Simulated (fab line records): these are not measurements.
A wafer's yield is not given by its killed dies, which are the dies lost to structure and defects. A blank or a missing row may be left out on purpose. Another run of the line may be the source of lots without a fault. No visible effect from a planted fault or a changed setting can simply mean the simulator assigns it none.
Which tool is to blame? ; flow nand-harc ; 13 lots, 39 wafers sampled, at 6 steps of a route of 1159

== WHAT THE GAUGES READ, wafer by wafer ==
NHARC_P_GATE_CD_MEAS_11: target cd 1640 nm.
lot;measured;on;cd-nm (nm)
L471;day 4 05:52;cd-sem-01;1639.9 1638.0 1639.1
L473;day 4 21:19;cd-sem-01;1640.8 1638.5 1638.0
L472;day 4 21:21;cd-sem-03;1638.3 1641.3 1638.9
L474;day 4 21:23;cd-sem-01;- - -
L480;day 6 16:03;cd-sem-01;1638.8 1642.3 1639.5
L483;day 7 06:07;cd-sem-02;1640.1 1638.5 1636.4
L484;day 7 14:11;cd-sem-01;1638.4 1637.5 1640.9
L485;day 7 14:20;cd-sem-01;1638.4 1635.5 1639.9
L488;day 8 15:13;cd-sem-01;1638.5 1642.7 1639.9
L489;day 8 21:32;cd-sem-01;1638.5 1640.9 1639.3
L492;day 9 09:05;cd-sem-02;1636.5 1640.1 1638.5
L491;day 9 09:15;cd-sem-03;1639.1 1639.1 1641.6
L493;day 9 16:23;cd-sem-03;1639.1 1639.5 1637.5

NHARC_P_GATE_OVL_MEAS_27.
lot;measured;on;overlay-x-nm (nm);overlay-y-nm (nm)
L471;day 4 22:13;overlay-01;0.7 1.2 0.5;0.5 0.5 -0.3
L473;day 5 11:01;overlay-01;0.7 1.2 1.1;-0.9 -0.2 -0.5
L472;day 5 10:59;overlay-01;1.2 0.8 1.2;-0.1 -0.6 -0.3
L474;day 5 10:50;overlay-02;0.0 0.0 -0.2;1.0 1.1 1.1
L480;day 7 06:29;overlay-01;0.7 0.8 0.8;-0.7 0.1 -0.5
L483;day 7 20:14;overlay-02;-0.6 -0.4 -0.8;-1.1 -0.9 -1.2
L484;day 8 04:51;overlay-02;-0.2 -0.3 0.2;1.3 0.9 1.1
L485;day 8 04:13;overlay-02;0.1 -0.5 -0.3;0.8 1.2 0.5
L488;day 9 06:37;overlay-01;0.0 0.2 0.5;-1.0 -0.6 -0.2
L489;day 9 11:13;overlay-02;-1.3 -1.9 -0.7;-0.3 0.1 -0.2
L492;day 10 02:08;overlay-01;-0.9 -0.6 0.0;1.3 1.0 1.3
L491;day 10 01:29;overlay-01;-0.4 -0.3 -0.4;-0.8 -0.6 -0.7
L493;day 10 06:19;overlay-02;0.7 1.0 0.4;1.7 2.0 1.6

NHARC_P_GATE_CD_MEAS_33.
lot;measured;on;cd-nm (nm)
L471;day 4 23:07;cd-sem-01;118 117 116
L473;day 5 12:19;cd-sem-01;127 117 123
L472;day 5 12:14;cd-sem-02;124 117 124
L474;day 5 11:50;cd-sem-01;119 119 119
L480;day 7 07:33;cd-sem-02;120 123 118
L483;day 7 21:11;cd-sem-03;119 116 124
L484;day 8 05:47;cd-sem-03;117 116 120
L485;day 8 05:06;cd-sem-03;112 121 125
L488;day 9 07:44;cd-sem-01;126 132 122
L489;day 9 12:09;cd-sem-01;123 123 121
L492;day 10 03:14;cd-sem-03;121 122 124
L491;day 10 02:25;cd-sem-02;117 123 116
L493;day 10 07:13;cd-sem-03;113 118 118

NHARC_END_SORT_01.
lot;measured;on;killed-at-array;killed-at-other;killed-at-periphery;killed-dies;killed-open;killed-short
L474;day 20 00:14;prober-02;11 11 13;1 1 0;665 665 664;677 677 677;2 0 4;2 2 0

== TOOL THAT RAN EACH LOT (tool first, then ch and the chambers of the sampled wafers, then the start) ==
lot;NHARC_P_GATE_EXPOSE_08;NHARC_P_GATE_HM_OPEN_105
L471;krf-scanner-01 ch 0, day 4 05:43;rie-diel-03 ch 0,1,2, day 4 23:07 or earlier
L473;krf-scanner-01 ch 0, day 4 21:10;rie-diel-10 ch 1,2,3, day 5 12:19 or earlier
L472;krf-scanner-01 ch 0, day 4 21:12;rie-diel-10 ch 0,1,3, day 5 12:14 or earlier
L474;krf-scanner-01 ch 0, day 4 21:14;rie-diel-03 ch 1,3, day 5 11:50 or earlier
L480;krf-scanner-02 ch 0, day 6 15:54;rie-diel-10 ch 0,2,3, day 7 07:33 or earlier
L483;krf-scanner-02 ch 0, day 7 05:58;rie-diel-10 ch 0,3, day 7 21:11 or earlier
L484;krf-scanner-02 ch 0, day 7 14:02;rie-diel-12 ch 1,2,3, day 8 05:47 or earlier
L485;krf-scanner-01 ch 0, day 7 14:11;rie-diel-10 ch 0,1,2, day 8 05:06 or earlier
L488;krf-scanner-01 ch 0, day 8 15:04;rie-diel-03 ch 0,1,2, day 9 07:44 or earlier
L489;krf-scanner-03 ch 0, day 8 21:23;rie-diel-03 ch 0,1,2, day 9 12:09 or earlier
L492;krf-scanner-01 ch 0, day 9 08:56;rie-diel-12 ch 1,3, day 10 03:14 or earlier
L491;krf-scanner-03 ch 0, day 9 09:06;rie-diel-10 ch 1,2,3, day 10 02:25 or earlier
L493;krf-scanner-03 ch 0, day 9 16:14;rie-diel-10 ch 1,2,3, day 10 07:13 or earlier
- NHARC_P_GATE_EXPOSE_08: exposes mask P HV.
- NHARC_P_GATE_HM_OPEN_105: chemistry O2/COS, target depth 360 nm.

== AS READ BY THE TOOLS THEMSELVES (means over the sampled wafers that have a number; for cases with no such wafer, the mark the record gives instead) ==
NHARC_P_GATE_HM_OPEN_105.
lot;tool;drypump-motor-current-A (A);o2-flow-sccm (sccm);oes-product-au (a.u.);rf-vpp-V (V);showerhead-plenum-p-Torr (Torr);throttle-valve-pct (%)
L471;rie-diel-03;5.1;399.7;1.008;469.4;3.20;28.326
L473;rie-diel-10;5.9;399.6;1.014;464.1;3.00;28.340
L472;rie-diel-10;5.9;400.0;1.018;466.1;3.10;28.333
L474;rie-diel-03;5.3;399.8;1.005;468.6;3.18;28.326
L480;rie-diel-10;5.4;399.5;1.006;465.7;3.05;28.331
L483;rie-diel-10;5.4;401.3;0.996;467.6;3.14;28.326
L484;rie-diel-12;5.8;400.0;0.982;467.9;3.17;28.334
L485;rie-diel-10;5.8;399.1;1.023;466.7;3.07;28.331
L488;rie-diel-03;5.1;400.8;1.001;468.4;3.18;28.332
L489;rie-diel-03;5.1;399.4;1.005;468.3;3.18;28.328
L492;rie-diel-12;5.7;398.2;1.001;466.0;3.08;28.338
L491;rie-diel-10;5.9;399.7;1.013;464.1;2.99;28.322
L493;rie-diel-10;5.9;401.8;1.011;465.2;2.99;28.333

== THE ANSWER, worked out from the rows above alone ==
Rule: the usual values come from the lots themselves. The widest of any qualifying gaps counts: lots, ordered by their means at a reading, are off when they make up no more than a third of the lots, leave a main group of 4 or more, and stand apart from it by 3 or more times the standard deviation of that group's means. Not used: any main group whose means are identical at the precision the tables above print for the reading. A lot without any number at a reading at which 4 lots or more have one is off too. Where the step has rows for the other lots, those lots are counted as sound. First the gauges in route order, then the tools' own readings, where a lot's mean is used as printed above. The first step at which some lot is off is used, and at that step the reading that is off furthest; a lot without a number counts as furthest.
Off, at NHARC_P_GATE_CD_MEAS_11 on cd-nm: L474. Without a number there: L474. For the main group the mean is 1639.2 nm and the standard deviation 0.74.
A tool fits if, at a process step before that reading, it ran every lot that is off, and no sound lot after the first of them. The gauges at NHARC_P_GATE_CD_MEAS_11 are tried like those tools. Not one of the candidates tried fits.

== WHAT THE SIMULATOR HAD PUT IN ==
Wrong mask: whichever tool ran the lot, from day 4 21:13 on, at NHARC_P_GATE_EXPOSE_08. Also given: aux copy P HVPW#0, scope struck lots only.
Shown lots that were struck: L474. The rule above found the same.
